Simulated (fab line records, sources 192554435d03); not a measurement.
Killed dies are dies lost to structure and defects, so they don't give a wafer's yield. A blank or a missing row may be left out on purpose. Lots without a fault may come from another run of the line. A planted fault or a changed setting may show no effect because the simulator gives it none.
fab line records | flow n5_finfet
record lots=7 wafers=39
route steps=1938 shown ZERO_LAYER@11 FIN_SAQP@130 SD_EPI_N@292 HKMG_FIN@448 MOL_CONTACT_COAG@535 BEOL_M0_SAQP@648 BEOL_M2@901 BEOL_M5@1112 BEOL_M7@1263 BEOL_M10@1512 BEOL_M11@1575 BEOL_M13@1687 MIM_BOT_LITHO@1860 PASSIVATION@1936
start_h: hours from the record's first day to the start of the lot's first wafer shown | wait_h: hours since the lot's step before | " the same as in the row above | L1.1+2: a row that stands for several wafers | - no value, or no start given | * or withheld: withheld | < > ~ a bound
route shown NAME@n: a module of which the file shows steps, and the number in the route of the first | usual: mean/standard deviation of fault-free wafers | same: alike in all rows | chamber/n: place in a boat | sites: the reading at each site | _std_site: their standard deviation | _edge_site: outer sites' mean less inner sites' | radius_mm: how far each site lies from the wafer's centre | mask NAME#n: copy n | behind: the tool/chamber that last shaped the wafer | hold: why the lot was held/for how many hours/how that ended | device: the transistor (n, p or np) that didn't switch | end of line: the same wafers' tests at the end of the route | a step without rows: its recipe alone | killed: dies lost to structure and defects at the first sort, not the wafer's yield | map: a wafer's dies, x killed, . not, _ none there
set.NAME: the setting as run; set.NAME@STEP: as run at that earlier step | model.NAME: the simulator's own value behind a step, which no gauge read
lots whose settings were changed on purpose; a table a step, a row a wafer
## steps
# step N5_ZERO_LAYER_DEVELOP_10
# recipe develop_time_s=60 rinse_liquid=diw dry=air_spin dev_temp_c=21
# step N5_FIN_SAQP_ETCH_65
# recipe chemistry=CF4 target=SiO2 target_depth_a=40 ion_energy_ev=350 time_s=4.4 pressure_mtorr=10 icp_w=800 bias_w=400 cf4_flow_sccm=80
# step N5_SD_EPI_N_PRECLEAN_49
# recipe chemistry=NF3:NH3 afs_cycles=1 temp_c=30 time_s=20 sublimation_temp_c=180 sublimation_time_s=60 pressure_torr=3 rf_power_w=30
# step N5_HKMG_FIN_NWFM_ALD_20
# recipe material=TiAlC target_thk_a=20 temp_c=300 ald_precursor_family=TiCl4 ald_co_reactant=TEA pulse_time_s=3 purge_time_s=2 co_reactant_purge_time_s=2 co_reactant_pulse_time_s=10 ald_cycles=7 pressure_torr=3
# step N5_MOL_CONTACT_COAG_CONTACT_ETCH_14
# recipe chemistry=C4F6/O2 target=SiO2 target_depth_a=275 overetch_a=85 mask_material=SOC pressure_mtorr=30 source_w=370 bias_w=185 Ar_flow_sccm=300 C4F6_flow_sccm=16 O2_flow_sccm=10 time_s=20 ion_energy_ev=259.6
# step N5_BEOL_M0_SAQP_DEVELOP_13
# recipe develop_time_s=30 developer=TMAH resist=CAR-ArF dev_temp_c=23 rinse_liquid=diw dry=air_spin
# step N5_BEOL_M2_ALD_84
# recipe material=TaN target_thk_a=* temp_c=275 ald_precursor_family=PDMAT ald_co_reactant=NH3 pressure_torr=3 carrier_flow_sccm=1500 pulse_time_s=2 purge_time_s=3 co_reactant_purge_time_s=2 co_reactant_pulse_time_s=3 ald_cycles=30 precursor_vessel_temp_c=75 precursor_vessel_pressure_torr=26.25 precursor_vessel_carrier_sccm=1000
# step N5_BEOL_M2_SPUTTER_92
# recipe material=Cu target_thk_a=45 temp_c=-20 chamber_pressure_pa=0.07 power_w=withheld time_s=8.29
# step N5_BEOL_M5_ILD_DEP_00
# recipe material=SiCOH_lowk target_thk_a=1406.4 temp_c=300 precursor=DEMS/porogen pressure_torr=5 rf_w=500 time_s=25.9
# step N5_BEOL_M7_ILD_DEP_00
# recipe material=SiCOH_lowk target_thk_a=1797.5 temp_c=300 precursor=DEMS/porogen pressure_torr=5 rf_w=500 time_s=33.4
# step N5_BEOL_M10_TRENCH_ETCH_37
# recipe chemistry=C4F6/O2 target_depth_a=1488.3 target=SiCOH_lowk time_s=48 ion_energy_ev=250 pressure_mtorr=30 source_w=345 bias_w=185 Ar_flow_sccm=300 C4F6_flow_sccm=10 O2_flow_sccm=10
# step N5_BEOL_M11_VIA_ETCH_34
# recipe chemistry=C4F6/O2 target=SiCOH_lowk target_depth_a=1845 mask_material=SOC taper_deg=4 time_s=69.2 ion_energy_ev=250 pressure_mtorr=30 source_w=345 bias_w=185 Ar_flow_sccm=300 C4F6_flow_sccm=10 O2_flow_sccm=10
# step N5_BEOL_M13_DEVELOP_27
# recipe develop_time_s=45 rinse_liquid=diw dry=air_spin dev_temp_c=21
# step N5_MIM_BOT_LITHO_DEVELOP_07
# step N5_PASSIVATION_PROBE_49
# usual killed_at_contacts=12/5.6
# columns lot.wafer tool chamber start_h wait_h set.develop_time_s@ZERO_LAYER_DEVELOP_10 set.time_s@FIN_SAQP_ETCH_65 set.time_s@SD_EPI_N_PRECLEAN_49 set.ald_cycles@HKMG_FIN_NWFM_ALD_20 set.time_s@MOL_CONTACT_COAG_CONTACT_ETCH_14 set.develop_time_s@BEOL_M0_SAQP_DEVELOP_13 set.ald_cycles@BEOL_M2_ALD_84 set.time_s@BEOL_M2_SPUTTER_92 set.time_s@BEOL_M5_ILD_DEP_00 set.time_s@BEOL_M7_ILD_DEP_00 set.target_depth_a@BEOL_M10_TRENCH_ETCH_37 set.target_depth_a@BEOL_M11_VIA_ETCH_34 set.develop_time_s@BEOL_M13_DEVELOP_27 set.develop_time_s@MIM_BOT_LITHO_DEVELOP_07 killed_at_contacts
L077.1 prober-02 - 305.33 0.0 48.81 3.661 20 7 20 30 44 8.29 38.53 33.4 1930 1845 61.95 60 11
L077.2 prober-02 - 305.38 0.1 48.81 3.661 11.28 10 20 30 30 4.864 25.9 33.4 1930 1845 45 60 22
L077.3 prober-02 - 305.43 0.1 60 4.4 20 10 9.136 16.71 30 8.29 38.53 33.4 1488.3 1845 45 60 1097
L077.4 prober-02 - 305.48 0.2 48.81 4.4 11.28 7 9.136 30 30 8.29 25.9 47.87 1930 1845 45 60 1105
L077.5 prober-02 - 305.53 0.2 60 3.661 11.28 10 9.136 16.71 44 4.864 38.53 47.87 1488.3 1845 61.95 60 1095
L077.6 prober-02 - 305.58 0.3 60 4.4 20 7 20 16.71 44 4.864 25.9 47.87 1488.3 1845 61.95 60 4
L076.1 prober-01 - 306.22 0.0 60 4.4 20 7 20 30 30 8.29 25.9 33.4 1488.3 1845 45 60 7
L076.2 prober-01 - 306.27 0.1 60 4.4 20 7 20 30 30 8.29 25.9 33.4 1488.3 1845 45 60 5
L076.4 prober-01 - 306.37 0.2 60 4.4 20 7 20 30 30 8.29 25.9 33.4 1488.3 1845 45 60 20
L082.1 prober-01 - 326.26 0.0 33.46 4.4 20 4 10.41 30 30 8.29 25.9 33.4 1488.3 2866 45 60 1088
L082.2 prober-01 - 326.31 0.1 33.46 6.352 20 7 20 41.91 30 8.29 25.9 33.4 710.4 1845 45 60 11
L082.3 prober-01 - 326.36 0.1 60 6.352 20 4 20 30 30 8.29 25.9 22.58 710.4 1845 52.27 60 6
L082.4 prober-01 - 326.41 0.2 60 4.4 20 4 10.41 41.91 30 8.29 36.96 22.58 1488.3 1845 45 85.96 1081
L082.5 prober-01 - 326.46 0.2 33.46 4.4 20 7 20 41.91 30 8.29 36.96 33.4 1488.3 2866 52.27 85.96 10
L082.6 prober-01 - 326.51 0.3 60 6.352 20 7 10.41 30 30 8.29 36.96 22.58 710.4 2866 52.27 85.96 1093
L080.1 prober-01 - 331.47 0.0 60 3.334 20 7 20 30 13 10.51 25.9 33.4 803.9 2672 45 60 9
L080.2 prober-01 - 331.52 0.1 60 3.334 20 7 16.04 30 13 8.29 25.9 33.4 1488.3 2672 45 60 14
L080.3 prober-01 - 331.57 0.1 60 4.4 27.27 7 16.04 30 30 10.51 17.75 33.4 1488.3 2672 45 60 7
L080.4 prober-01 - 331.62 0.2 60 3.334 27.27 4 16.04 30 30 8.29 17.75 33.4 803.9 1845 45 60 13
L080.5 prober-01 - 331.67 0.2 60 4.4 27.27 4 20 30 13 8.29 17.75 33.4 1488.3 1845 45 60 3
L080.6 prober-01 - 331.72 0.3 60 4.4 20 4 20 30 30 10.51 25.9 33.4 803.9 1845 45 60 13
L084.1 prober-02 - 367.91 0.0 60 4.4 31.88 7 20 38.18 36 8.29 31.26 17.74 2361 2662 45 60 15
L084.2 prober-02 - 367.96 0.1 60 4.4 31.88 7 20 30 36 8.29 25.9 33.4 1488.3 1845 45 82.09 14
L084.3 prober-02 - 368.01 0.1 28.25 2.222 31.88 11 20 38.18 30 6.73 25.9 17.74 2361 1845 53.09 82.09 18
L084.4 prober-02 - 368.06 0.2 28.25 4.4 20 11 20 30 30 8.29 25.9 17.74 1488.3 2662 45 82.09 15
L084.5 prober-02 - 368.11 0.2 28.25 2.222 20 7 20 30 30 6.73 31.26 33.4 2361 2662 53.09 60 12
L084.6 prober-02 - 368.16 0.3 60 2.222 20 11 20 38.18 36 6.73 31.26 33.4 1488.3 1845 53.09 60 7
L093.1 prober-02 - 385.89 0.0 60 2.828 14.25 7 20 16.89 47 8.29 25.9 20.84 1488.3 1845 45 60 8
L093.2 prober-02 - 385.94 0.1 60 2.828 20 3 20 30 47 12.79 35.57 20.84 2345 1845 45 60 9
L093.3 prober-02 - 385.99 0.1 77.17 4.4 14.25 7 20 30 30 12.79 25.9 33.4 2345 1845 61.66 60 8
L093.4 prober-02 - 386.04 0.2 77.17 2.828 20 7 20 16.89 30 12.79 35.57 33.4 1488.3 1309 45 60 5
L093.5 prober-02 - 386.09 0.2 60 4.4 14.25 3 20 16.89 30 8.29 35.57 20.84 1488.3 1309 61.66 60 11
L093.6 prober-02 - 386.14 0.3 77.17 4.4 20 3 20 30 47 8.29 25.9 33.4 2345 1309 61.66 60 9
L095.1 prober-01 - 415.72 0.0 41.94 2.154 20 7 20 30 42 8.29 34.88 33.4 1066 1845 32.76 60 6
L095.2 prober-01 - 415.77 0.1 60 2.154 20 7 20 30 30 8.29 34.88 23.95 1488.3 1845 45 78.95 13
L095.3 prober-01 - 415.82 0.1 60 4.4 16.76 7 20 30 30 8.29 34.88 33.4 1488.3 1124 45 60 10
L095.4 prober-01 - 415.87 0.2 41.94 4.4 16.76 7 20 30 30 8.29 25.9 33.4 1066 1124 32.76 78.95 13
L095.5 prober-01 - 415.92 0.2 41.94 2.154 16.76 7 20 30 42 8.29 25.9 23.95 1066 1124 45 78.95 12
L095.6 prober-01 - 415.97 0.3 60 4.4 20 7 20 30 42 8.29 25.9 23.95 1488.3 1845 32.76 60 7
# killed by level:class
L077.1 BEOL_M5:area_etch=1087 FIN_SAQP:geometric_particle:open=8 MOL_CONTACT_COAG:geometric_particle:open=8 BEOL_M0_SAQP:geometric_particle:short=8 BEOL_M2:geometric_particle:open=8 FIN_SAQP:geometric_particle:short=7 STI_FIN_REVEAL:geometric_particle:open=5 BEOL_M3:geometric_particle:open=5
L077.2 MOL_CONTACT_COAG:geometric_particle:open=15 MOL_CONTACT_COAG:geometric_particle:short=7 BEOL_M0_SAQP:geometric_particle:open=7 BEOL_M1:geometric_particle:open=7 BEOL_M0_SAQP:geometric_particle:short=6 STARTING-WAFER:geometric_particle:open=6 BEOL_M1:geometric_particle:short=4 BEOL_M2:geometric_particle:open=4
L077.3 MOL_CONTACT_COAG:area_etch=1084 BEOL_M0_SAQP:geometric_particle:short=13 BEOL_M0_SAQP:geometric_particle:open=11 MOL_CONTACT_COAG:geometric_particle:open=10 FIN_SAQP:geometric_particle:open=7 BEOL_M2:geometric_particle:open=6 BEOL_M3:geometric_particle:open=5 BEOL_M0:geometric_particle:open=4
L077.4 MOL_CONTACT_COAG:area_etch=1092 BEOL_M0_SAQP:geometric_particle:short=14 MOL_CONTACT_COAG:geometric_particle:open=13 BEOL_M4:geometric_particle:open=8 BEOL_M0_SAQP:geometric_particle:open=8 STARTING-WAFER:geometric_particle:open=6 BEOL_M0:geometric_particle:open=5 BEOL_M1:geometric_particle:open=4
L077.5 MOL_CONTACT_COAG:area_etch=1091 BEOL_M2:geometric_particle:open=10 HKMG_FIN:area_etch=10 FIN_SAQP:geometric_particle:open=8 STI_FIN_REVEAL:geometric_particle:open=7 FIN_SAQP:geometric_particle:short=5 STARTING-WAFER:geometric_particle:open=5 STARTING-WAFER:geometric_particle:short=5
L077.6 BEOL_M7:area_etch=1098 FIN_SAQP:geometric_particle:short=6 BEOL_M3:geometric_particle:open=6 STI_FIN_REVEAL:geometric_particle:open=6 HKMG_FIN:area_etch=6 BEOL_M0_SAQP:geometric_particle:short=5 BEOL_M0_SAQP:geometric_particle:open=5 BEOL_M1:geometric_particle:open=5
L076.1 STI_FIN_REVEAL:geometric_particle:open=13 BEOL_M3:geometric_particle:short=9 FIN_SAQP:geometric_particle:open=8 BEOL_M5:geometric_particle:open=6 MOL_CONTACT_COAG:geometric_particle:open=5 BEOL_M0_SAQP:geometric_particle:open=5 BEOL_M0_SAQP:geometric_particle:short=4 BEOL_M2:geometric_particle:open=4
L076.2 FIN_SAQP:geometric_particle:open=21 STI_FIN_REVEAL:geometric_particle:open=10 FIN_SAQP:geometric_particle:short=9 BEOL_M0_SAQP:geometric_particle:short=8 BEOL_M2:geometric_particle:open=7 BEOL_M4:geometric_particle:open=7 BEOL_M3:geometric_particle:open=6 STARTING-WAFER:geometric_particle:short=5
L076.4 STI_FIN_REVEAL:geometric_particle:open=21 MOL_CONTACT_COAG:geometric_particle:open=16 FIN_SAQP:geometric_particle:short=13 BEOL_M2:geometric_particle:open=9 HKMG_FIN:area_etch=8 FIN_SAQP:geometric_particle:open=6 STI_FIN_REVEAL:geometric_particle:short=6 BEOL_M0_SAQP:geometric_particle:short=6
L082.1 MOL_CONTACT_COAG:area_etch=1073 MOL_CONTACT_COAG:geometric_particle:open=14 BEOL_M0_SAQP:geometric_particle:short=14 BEOL_M3:geometric_particle:open=7 BEOL_M0_SAQP:geometric_particle:open=6 FIN_SAQP:geometric_particle:short=5 FIN_SAQP:geometric_particle:open=5 STI_FIN_REVEAL:geometric_particle:open=5
L082.2 BEOL_M10:area_etch=1052 BEOL_M0_SAQP:geometric_particle:short=14 STI_FIN_REVEAL:geometric_particle:open=13 BEOL_M0_SAQP:geometric_particle:open=11 MOL_CONTACT_COAG:geometric_particle:open=8 BEOL_M4:geometric_particle:open=7 BEOL_M5:geometric_particle:open=7 BEOL_M3:geometric_particle:open=6
L082.3 BEOL_M10:area_etch=1061 BEOL_M0_SAQP:geometric_particle:short=17 BEOL_M0_SAQP:geometric_particle:open=16 BEOL_M1:geometric_particle:open=9 STI_FIN_REVEAL:geometric_particle:open=6 ILD0:geometric_particle:open=6 MOL_CONTACT_COAG:geometric_particle:open=5 BEOL_M2:geometric_particle:open=5
L082.4 MOL_CONTACT_COAG:area_etch=1077 BEOL_M0_SAQP:geometric_particle:open=13 FIN_SAQP:geometric_particle:open=12 FIN_SAQP:geometric_particle:short=8 BEOL_M0_SAQP:geometric_particle:short=8 BEOL_M3:geometric_particle:open=7 DUMMY_GATE:geometric_particle:open=6 BEOL_M1:geometric_particle:open=6
L082.5 BEOL_M5:area_etch=1043 BEOL_M0_SAQP:geometric_particle:open=17 BEOL_M4:geometric_particle:open=17 BEOL_M0_SAQP:geometric_particle:short=15 BEOL_M1:geometric_particle:open=9 MOL_CONTACT_COAG:geometric_particle:open=7 BEOL_M2:geometric_particle:open=7 ILD0:geometric_particle:open=6
L082.6 MOL_CONTACT_COAG:area_etch=1083 STI_FIN_REVEAL:geometric_particle:open=10 MOL_CONTACT_COAG:geometric_particle:open=8 BEOL_M4:geometric_particle:open=8 BEOL_M0_SAQP:geometric_particle:open=7 FIN_SAQP:geometric_particle:open=6 FIN_SAQP:geometric_particle:short=6 GATE_CUT:geometric_particle:short=6
L080.1 M2:area_ald=474 BEOL_M10:area_etch=157 BEOL_M10:area_ecd=42 STI_FIN_REVEAL:geometric_particle:open=22 BEOL_M4:geometric_particle:open=19 BEOL_M0_SAQP:geometric_particle:open=10 MOL_CONTACT_COAG:geometric_particle:open=9 BEOL_M3:geometric_particle:open=9
L080.2 M2:area_ald=395 MOL_CONTACT_COAG:geometric_particle:open=12 STI_FIN_REVEAL:geometric_particle:open=11 BEOL_M4:geometric_particle:open=11 BEOL_M3:geometric_particle:open=8 FIN_SAQP:geometric_particle:open=5 FIN_SAQP:geometric_particle:short=5 BEOL_M0_SAQP:geometric_particle:short=5
L080.3 STI_FIN_REVEAL:geometric_particle:open=30 BEOL_M1:geometric_particle:open=10 GATE_CUT:geometric_particle:short=9 BEOL_M4:geometric_particle:open=8 STI_FIN_REVEAL:geometric_particle:short=5 BEOL_M2:geometric_particle:open=5 MOL_CONTACT_COAG:geometric_particle:open=5 GATE_CUT:geometric_particle:open=4
L080.4 BEOL_M10:area_ecd=108 STI_FIN_REVEAL:geometric_particle:open=21 MOL_CONTACT_COAG:geometric_particle:open=12 BEOL_M5:area_dep=11 BEOL_M4:geometric_particle:open=5 FIN_SAQP:geometric_particle:open=4 GATE_CUT:geometric_particle:short=4 BEOL_M0_SAQP:geometric_particle:open=4
L080.5 M2:area_ald=413 FIN_SAQP:geometric_particle:short=11 BEOL_M4:geometric_particle:open=11 BEOL_M0_SAQP:geometric_particle:short=8 BEOL_M0_SAQP:geometric_particle:open=7 BEOL_M2:geometric_particle:open=6 FIN_SAQP:geometric_particle:open=4 DUMMY_GATE:geometric_particle:open=4
L080.6 BEOL_M10:area_ecd=122 STI_FIN_REVEAL:geometric_particle:open=14 MOL_CONTACT_COAG:geometric_particle:open=12 BEOL_M0_SAQP:geometric_particle:open=9 BEOL_M1:geometric_particle:open=7 BEOL_M4:geometric_particle:open=5 BEOL_M3:geometric_particle:open=5 BEOL_M8:geometric_particle:open=4
L084.1 BEOL_M7:area_dep=1054 FIN_SAQP:geometric_particle:open=17 FIN_SAQP:geometric_particle:short=16 MOL_CONTACT_COAG:geometric_particle:open=10 BEOL_M0_SAQP:geometric_particle:short=7 MOL_CONTACT_COAG:geometric_particle:short=5 BEOL_M0_SAQP:geometric_particle:open=5 DUMMY_GATE:geometric_particle:open=4
L084.2 FIN_SAQP:geometric_particle:open=22 MOL_CONTACT_COAG:geometric_particle:open=10 FIN_SAQP:geometric_particle:short=8 DUMMY_GATE:geometric_particle:open=7 STARTING-WAFER:geometric_particle:open=5 BEOL_M0_SAQP:geometric_particle:open=4 MOL_CONTACT_COAG:geometric_particle:short=4 BEOL_M0_SAQP:geometric_particle:short=4
L084.3 BEOL_M7:area_dep=1080 MOL_CONTACT_COAG:geometric_particle:open=13 FIN_SAQP:geometric_particle:open=9 BEOL_M0_SAQP:geometric_particle:open=6 BEOL_M1:geometric_particle:open=6 BEOL_M4:geometric_particle:open=5 MOL_CONTACT_COAG:geometric_particle:short=5 BEOL_M0:geometric_particle:open=5
L084.4 BEOL_M7:area_dep=972 FIN_SAQP:geometric_particle:open=13 MOL_CONTACT_COAG:geometric_particle:open=11 BEOL_M1:geometric_particle:open=8 DUMMY_GATE:geometric_particle:open=7 STARTING-WAFER:geometric_particle:short=6 HKMG_FIN:area_etch=6 FIN_SAQP:geometric_particle:short=4
L084.5 BEOL_M10:area_etch=47 MOL_CONTACT_COAG:geometric_particle:open=9 BEOL_M1:geometric_particle:open=9 FIN_SAQP:geometric_particle:open=7 DUMMY_GATE:geometric_particle:open=7 BEOL_M0_SAQP:geometric_particle:open=7 STI_FIN_REVEAL:geometric_particle:open=6 BEOL_M0:geometric_particle:open=5
L084.6 BEOL_M0:geometric_particle:open=10 FIN_SAQP:geometric_particle:open=9 BEOL_M0_SAQP:geometric_particle:open=9 FIN_SAQP:geometric_particle:short=8 DUMMY_GATE:geometric_particle:open=7 BEOL_M0_SAQP:geometric_particle:short=7 MOL_CONTACT_COAG:geometric_particle:open=6 BEOL_M3:geometric_particle:open=6
L093.1 BEOL_M7:area_dep=55 MOL_CONTACT_COAG:geometric_particle:open=8 BEOL_M0_SAQP:geometric_particle:short=8 BEOL_M0_SAQP:geometric_particle:open=7 FIN_SAQP:geometric_particle:short=4 STI_FIN_REVEAL:geometric_particle:open=4 BEOL_M4:geometric_particle:open=4 ILD0:geometric_particle:short=3
L093.2 BEOL_M7:area_dep=286 BEOL_M10:area_etch=152 STI_FIN_REVEAL:geometric_particle:open=16 BEOL_M0_SAQP:geometric_particle:short=10 MOL_CONTACT_COAG:geometric_particle:open=8 BEOL_M0:geometric_particle:open=8 BEOL_M4:geometric_particle:open=6 BEOL_M4:geometric_particle:short=5
L093.3 BEOL_M10:area_etch=287 STI_FIN_REVEAL:geometric_particle:open=9 HKMG_FIN:area_etch=7 ILD0:geometric_particle:open=5 ILD0:geometric_particle:short=5 MOL_CONTACT_COAG:geometric_particle:open=5 BEOL_M4:geometric_particle:open=5 DUMMY_GATE:geometric_particle:open=4
L093.4 BEOL_M11:area_etch=956 BEOL_M5:area_etch=120 STI_FIN_REVEAL:geometric_particle:open=13 FIN_SAQP:geometric_particle:short=9 BEOL_M0_SAQP:geometric_particle:open=7 MOL_CONTACT_COAG:geometric_particle:open=5 FIN_SAQP:geometric_particle:open=4 DUMMY_GATE:geometric_particle:open=4
L093.5 BEOL_M5:area_etch=1094 STI_FIN_REVEAL:geometric_particle:open=9 MOL_CONTACT_COAG:geometric_particle:open=7 BEOL_M0_SAQP:geometric_particle:open=6 BEOL_M1:geometric_particle:short=6 GATE_CUT:geometric_particle:open=5 MOL_CONTACT_COAG:geometric_particle:short=4 MIM_TOP_ETCH:geometric_particle:short=4
L093.6 BEOL_M11:area_etch=1101 BEOL_M4:geometric_particle:open=14 BEOL_M10:area_etch=9 MOL_CONTACT_COAG:geometric_particle:open=7 STI_FIN_REVEAL:geometric_particle:open=3 STARTING-WAFER:geometric_particle:open=3 BEOL_M0_SAQP:geometric_particle:open=3 BEOL_M0:geometric_particle:open=3
L095.1 BEOL_M1:geometric_particle:open=10 BEOL_M0_SAQP:geometric_particle:short=9 DUMMY_GATE:geometric_particle:open=8 BEOL_M0_SAQP:geometric_particle:open=8 FIN_SAQP:geometric_particle:short=5 FIN_SAQP:geometric_particle:open=5 BEOL_M10:area_ecd=5 MOL_CONTACT_COAG:geometric_particle:open=4
L095.2 BEOL_M0_SAQP:geometric_particle:open=19 BEOL_M0_SAQP:geometric_particle:short=17 FIN_SAQP:geometric_particle:short=16 MOL_CONTACT_COAG:geometric_particle:open=10 BEOL_M4:geometric_particle:open=9 FIN_SAQP:geometric_particle:open=8 BEOL_M1:geometric_particle:open=8 STI_FIN_REVEAL:geometric_particle:open=4
L095.3 BEOL_M11:area_etch=1067 FIN_SAQP:geometric_particle:open=17 BEOL_M0_SAQP:geometric_particle:open=13 STI_FIN_REVEAL:geometric_particle:open=9 FIN_SAQP:geometric_particle:short=8 BEOL_M4:geometric_particle:open=8 MOL_CONTACT_COAG:geometric_particle:open=7 BEOL_M0_SAQP:geometric_particle:short=7
L095.4 BEOL_M11:area_etch=1083 BEOL_M0_SAQP:geometric_particle:short=10 MOL_CONTACT_COAG:geometric_particle:open=9 BEOL_M2:geometric_particle:short=7 BEOL_M2:geometric_particle:open=7 FIN_SAQP:geometric_particle:open=6 GATE_CUT:geometric_particle:open=6 BEOL_M1:geometric_particle:open=6
L095.5 BEOL_M11:area_etch=1051 BEOL_M0_SAQP:geometric_particle:short=14 BEOL_M0_SAQP:geometric_particle:open=13 FIN_SAQP:geometric_particle:open=10 MOL_CONTACT_COAG:geometric_particle:open=10 BEOL_M4:geometric_particle:open=10 BEOL_M1:geometric_particle:open=9 BEOL_M2:geometric_particle:open=6
L095.6 BEOL_M0_SAQP:geometric_particle:short=25 BEOL_M0_SAQP:geometric_particle:open=13 FIN_SAQP:geometric_particle:open=11 FIN_SAQP:geometric_particle:short=11 BEOL_M3:geometric_particle:open=8 BEOL_M4:geometric_particle:open=7 BEOL_M4:geometric_particle:short=6 MOL_CONTACT_COAG:geometric_particle:open=6
## key
split step=N5_ZERO_LAYER_DEVELOP_10 setting=develop_time_s stated_as=60
response none clear
split step=N5_FIN_SAQP_ETCH_65 setting=time_s stated_as=4.4
response none clear
split step=N5_SD_EPI_N_PRECLEAN_49 setting=time_s stated_as=20
response none clear
split step=N5_HKMG_FIN_NWFM_ALD_20 setting=ald_cycles stated_as=7
response none clear
split step=N5_MOL_CONTACT_COAG_CONTACT_ETCH_14 setting=time_s stated_as=20
response step=N5_PASSIVATION_PROBE_49 reading=killed_at_contacts slope=-18.9 per=1% together_with=all explained=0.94
split step=N5_BEOL_M0_SAQP_DEVELOP_13 setting=develop_time_s stated_as=30
response none clear
split step=N5_BEOL_M2_ALD_84 setting=ald_cycles stated_as=30
response none clear
split step=N5_BEOL_M2_SPUTTER_92 setting=time_s stated_as=8.29
response none clear
split step=N5_BEOL_M5_ILD_DEP_00 setting=time_s stated_as=25.9
response none clear
split step=N5_BEOL_M7_ILD_DEP_00 setting=time_s stated_as=33.4
response none clear
split step=N5_BEOL_M10_TRENCH_ETCH_37 setting=target_depth_a stated_as=1488.3
response none clear
split step=N5_BEOL_M11_VIA_ETCH_34 setting=target_depth_a stated_as=1845
response none clear
split step=N5_BEOL_M13_DEVELOP_27 setting=develop_time_s stated_as=45
response none clear
split step=N5_MIM_BOT_LITHO_DEVELOP_07 setting=develop_time_s stated_as=60
response none clear
